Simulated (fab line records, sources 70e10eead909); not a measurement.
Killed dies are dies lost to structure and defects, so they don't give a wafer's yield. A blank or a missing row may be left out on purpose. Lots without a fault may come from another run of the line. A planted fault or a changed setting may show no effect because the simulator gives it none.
Chamber matching | flow nand_harc | NHARC_A_STAIRCASE_DEP_156 on pecvd-01: 3 sister chambers
The step deposits SiNx, target thk 50 nm. 18 wafers are shown with their chamber, then 9 later ones without.

WAFERS WITH THEIR CHAMBER
wafer  | chamber | heater_power_w (W) | heater_power_outer_w (W)
L078.2 | 1       | 595                | 336
L078.3 | 2       | 571                | 394
L078.5 | 0       | 895                | 571
L076.2 | 0       | 879                | 565
L076.4 | 1       | 642                | 385
L076.5 | 0       | 862                | 536
L080.2 | 2       | 578                | 402
L080.4 | 1       | 613                | 369
L080.6 | 2       | 584                | 393
L082.1 | 0       | 783                | 486
L082.3 | 2       | 521                | 343
L082.5 | 0       | 801                | 486
L084.1 | 0       | 891                | 564
L084.2 | 1       | 552                | 308
L084.6 | 2       | 493                | 334
L085.1 | 0       | 916                | 582
L085.4 | 2       | 567                | 396
L085.5 | 2       | 573                | 398

SIGNATURES (means of the wafers above)
reading              | chamber 0 | chamber 1 | chamber 2 | scatter within a chamber
heater_power_w       | 861.00    | 600.50    | 555.29    | 42
heater_power_outer_w | 541.43    | 349.50    | 380.00    | 34.9
Rule: a wafer's distance from a chamber is the root of the sum, over the readings, of the square of ((its reading less the chamber's mean) divided by the reading's scatter). The wafer belongs to the nearest chamber; if the next one is less than 2 further off, it can't be placed. The scatter: the root of (the sum of the squares of (reading less its chamber's mean) over the shown wafers, divided by (wafers less chambers)).

WAFERS WITHOUT THEIR CHAMBER
wafer  | heater_power_w (W) | heater_power_outer_w (W)
L090.1 | 562                | 373
L090.3 | 873                | 570
L090.6 | 562                | 368
L091.1 | 573                | 405
L091.4 | 846                | 535
L091.6 | 578                | 314
L092.1 | 568                | 386
L092.3 | 848                | 528
L092.4 | 560                | 400

WHICH CHAMBER EACH WENT THROUGH
wafer  | from the rows above     | in truth
L090.1 | can't be placed: 2 or 1 | 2
L090.3 | 0                       | 0
L090.6 | can't be placed: 2 or 1 | 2
L091.1 | can't be placed: 2 or 1 | 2
L091.4 | 0                       | 0
L091.6 | can't be placed: 1 or 2 | 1
L092.1 | can't be placed: 2 or 1 | 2
L092.3 | 0                       | 0
L092.4 | can't be placed: 2 or 1 | 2
Placed correctly: 3 of 9. Can't be placed from these rows: 6 (the true chamber is among the candidates in 6). Placed wrongly: 0.
